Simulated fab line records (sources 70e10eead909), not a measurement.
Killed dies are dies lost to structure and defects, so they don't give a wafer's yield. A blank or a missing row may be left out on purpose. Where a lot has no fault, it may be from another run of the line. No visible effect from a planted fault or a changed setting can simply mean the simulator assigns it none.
Comparing a struck lot with a sound one	flow nandHarc	17 out of 1302 route steps
Sound: these wafers, L540.2, L540.5, L540.6. The struck wafers were L554.1, L554.2, L554.3. The cause is named last.
At each step with rows: each side's tool, then ch and its chambers, then its first start. Under that, the readings that differ: sound wafers	struck wafers	difference of the means	sigmas: that difference in standard deviations of wafers without a fault.
alike: words and numbers the same on both sides, and readings whose means are apart by under 2 such deviations; not compared: readings that were withheld, readings missing a value for some wafer, numbers with overlapping values and no deviation given by the record, and bounds like >300 which may hide the same value.
A row with sigmas, a row that says differs or no value, or rows on one side alone: a step with any of these is where the two part. Numbers that have no deviation but don't overlap get no sigmas and don't part them. A reading that every wafer of one side lacks parts them only if that side has two wafers or more.

NHARC_A_BLC_CVD_24: deposits W, target thk 150 nm, time 434 s.
  sound: cvdW-02 ch 0,1; struck: cvdW-02 ch 0,1
  alike: heaterPowerW, throttleValvePct
NHARC_A_BLC_CMP_25: polishes, t overpolish 30 s, target thk 150 nm.
  sound on cmp-04 ch 0,2,3, day 24 08:30; struck on cmp-03 ch 0,1,3, day 30 13:52
reading	sound	struck	difference	sigmas
overpolishRunS (s)	29.990 29.984 29.994	30.026 30.008 30.010	+0.025	+3
  alike: motorCurrentA, retainingRingPressureFrac, timeToEndpointS
following that, these wafers have no rows for 1 step: NHARC_A_BLC_SRD_27.
NHARC_A_BLC_INSPECT_28:
  sound on defectInspect-01, day 24 08:51; struck on defectInspect-02, day 30 14:17
  alike: rawDefectCount
then, 7 steps without rows for these wafers: NHARC_A_M0_DEP_00 (deposits SiOC, target thk 150 nm); NHARC_A_M0_DEHYDRATE_01 (time 120 s); NHARC_A_M0_HMDS_02 (time 30 s); NHARC_A_M0_COAT_33 (time 65 s); NHARC_A_M0_COAT_03 (resist thk 90 nm); NHARC_A_M0_SOFTBAKE_04 (time 55 s); NHARC_A_M0_EBR_05.
NHARC_A_M0_EXPOSE_06: exposes mask A M0, target cd 80 nm.
  sound on arfiScanner-03 ch 0, day 24 09:37; struck on arfiScanner-03 ch 0, day 30 15:02
reading	sound	struck	difference	sigmas
model.A_M0.overlayXNm (nm)	0.2042 0.2042 0.2042	13.55 13.55 13.55	+13.35	
  alike: mask, exposureDoseMJCm2, reticleTempC
then, 2 steps without rows for these wafers: NHARC_A_M0_PEB_07 (peb time 65 s); NHARC_A_M0_DEVELOP_08 (develop time 35 s).
NHARC_A_M0_CD_MEAS_09 targets a cd of 80 nm.
  sound on cdSem-02 ch 0, day 24 09:45; struck on cdSem-02 ch 0, day 30 15:11
  alike: cdNm
NHARC_A_M0_OVL_MEAS_10: pitch 160 nm.
  sound on overlay-01, day 24 09:50; struck on overlay-02, day 30 15:16
reading	sound	struck	difference	sigmas
overlayXNm (nm)	-0.1 0.4 0.1	13.3 13.8 13.7	+13.5	+19
overlayYNm (nm)	0.9 1.1 1.0	-1.5 -1.1 -0.8	-2.1	-2
NHARC_A_M0_INSPECT_11:
  sound on defectInspect-01, day 24 23:33; struck on defectInspect-01, day 30 15:18
  alike: rawDefectCount

## WHERE THEY PART
First at NHARC_A_BLC_CMP_25; last, within this record, at NHARC_A_M0_OVL_MEAS_10. Later steps at which nothing parts them and some readings are alike: NHARC_A_M0_INSPECT_11.

WHY: the cause the simulator had injected
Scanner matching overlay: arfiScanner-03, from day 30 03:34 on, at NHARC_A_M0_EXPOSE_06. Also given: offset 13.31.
